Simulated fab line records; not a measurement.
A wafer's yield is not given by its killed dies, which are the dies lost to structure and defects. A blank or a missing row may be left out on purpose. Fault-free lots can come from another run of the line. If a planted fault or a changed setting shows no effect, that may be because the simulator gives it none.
Split-lot study    flow n5Finfet    39 wafers read from 7 lots, route of 1938 steps

THE SPLIT
At N5_PMOS_HMC_CHANNEL_EPI_HM_DEP_34 (deposits SiO2 from TEOS/O2, target thk 36 nm, time 6.9 s), the setting timeS was moved away from the recipe's 6.9 s on 15 of the 39 wafers read, by -53.9% to +58.3%. This setting was run at the recipe's value on the other wafers.

Reading taken at the split's own step.

THE READING
SiO2_of_PMOS_HMC_CHANNEL_EPI_HM_DEP_34.thkNm (the simulator's own value, which no gauge read), in nm, at N5_PMOS_HMC_CHANNEL_EPI_HM_DEP_34 (deposits SiO2 from TEOS/O2, target thk 36 nm, time 6.9 s). The file gives no usual value for it. Across the 24 wafers here that went through the recipe, the average is 36.02 nm and the standard deviation 0.36 nm.

wafer   tool, chamber at the split  timeS as run, s  against the recipe  SiO2_of_PMOS_HMC_CHANNEL_EPI_HM_DEP_34.thkNm, nm  against lot-mates on the recipe
L079.1  pecvd-02, 1                 6.9              recipe              36.09                                             -
L079.2  pecvd-02, 2                 6.9              recipe              35.96                                             -
L079.3  pecvd-02, 0                 3.181            -53.9%              17.6                                              -18.51
L079.4  pecvd-02, 0                 3.181            -53.9%              17.88                                             -18.23
L079.5  pecvd-02, 1                 3.181            -53.9%              17.61                                             -18.50
L079.6  pecvd-02, 2                 6.9              recipe              36.29                                             -
L083.1  pecvd-02, 2                 6.9              recipe              35.48                                             -
L083.2  pecvd-02, 1                 6.9              recipe              35.87                                             -
L083.3  pecvd-02, 1,2               6.9              recipe              36.44                                             -
L083.4  pecvd-02, 1,2               6.9              recipe              36.44                                             -
L083.5  pecvd-02, 2                 6.9              recipe              35.97                                             -
L083.6  pecvd-02, 1                 6.9              recipe              36.62                                             -
L084.1  pecvd-03, 0                 6.9              recipe              35.89                                             -
L084.5  pecvd-03, 0                 6.9              recipe              36.52                                             -
L084.6  pecvd-03, 1                 6.9              recipe              36.5                                              -
L086.1  pecvd-01, 1                 6.9              recipe              35.82                                             -
L086.2  pecvd-01, 2                 9.223            +33.7%              46.95                                             +11.17
L086.3  pecvd-01, 0                 6.9              recipe              35.5                                              -
L086.4  pecvd-01, 2                 6.9              recipe              36.02                                             -
L086.5  pecvd-01, 1                 9.223            +33.7%              47.72                                             +11.94
L086.6  pecvd-01, 0                 9.223            +33.7%              47.46                                             +11.68
L089.1  pecvd-03, 0                 8.701            +26.1%              44.31                                             +8.31
L089.2  pecvd-03, 1                 6.9              recipe              35.78                                             -
L089.3  pecvd-03, 2                 6.9              recipe              35.9                                              -
L089.4  pecvd-03, 2                 8.701            +26.1%              45.48                                             +9.48
L089.5  pecvd-03, 0                 8.701            +26.1%              45.43                                             +9.43
L089.6  pecvd-03, 1                 6.9              recipe              36.31                                             -
L091.1  pecvd-02, 2                 8.376            +21.4%              42.4                                              +6.28
L091.2  pecvd-02, 1                 6.9              recipe              35.78                                             -
L091.3  pecvd-02, 0                 8.376            +21.4%              42.95                                             +6.83
L091.4  pecvd-02, 2                 6.9              recipe              36.28                                             -
L091.5  pecvd-02, 1                 8.376            +21.4%              43.71                                             +7.59
L091.6  pecvd-02, 0                 6.9              recipe              36.31                                             -
L092.1  pecvd-02, 1                 10.92            +58.3%              55.13                                             +19.55
L092.2  pecvd-02, 0                 6.9              recipe              35.25                                             -
L092.3  pecvd-02, 2                 10.92            +58.3%              54.95                                             +19.37
L092.4  pecvd-02, 0                 6.9              recipe              35.95                                             -
L092.5  pecvd-02, 2                 10.92            +58.3%              55.48                                             +19.90
L092.6  pecvd-02, 1                 6.9              recipe              35.55                                             -
When a row names more than one chamber, that row covers several wafers, and the file does not tell which wafer ran in which chamber.

THE FIT
A straight line over all 39 wafers: SiO2_of_PMOS_HMC_CHANNEL_EPI_HM_DEP_34.thkNm changes by +0.335 nm for each +1% of timeS; r = +1.00; the points scatter about the line by 0.41 nm.
The same after taking each lot's own level away (the mean of its wafers on the recipe; 39 wafers): +0.34 nm for each +1%; r = +1.00; scatter 0.37 nm.
On that fit, the largest move of timeS shifts the reading by 20 nm.
Measured against the standard deviation above, the lots' own levels, which go from 35.583 to 36.303 nm, span 2.0 times it.
The two slopes agree, so the slope changes little with the lot-to-lot level.
Check: +19.8 nm against its lot-mates is what the line predicts for one of the wafers moved furthest among these (+58.3%) when that wafer is left out of the fit. Against them it came out at +19.5 nm.

THE FILE'S OWN FIT
SiO2_of_PMOS_HMC_CHANNEL_EPI_HM_DEP_34.thkNm changes by +0.339 nm for each +1% of timeS, r = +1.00.
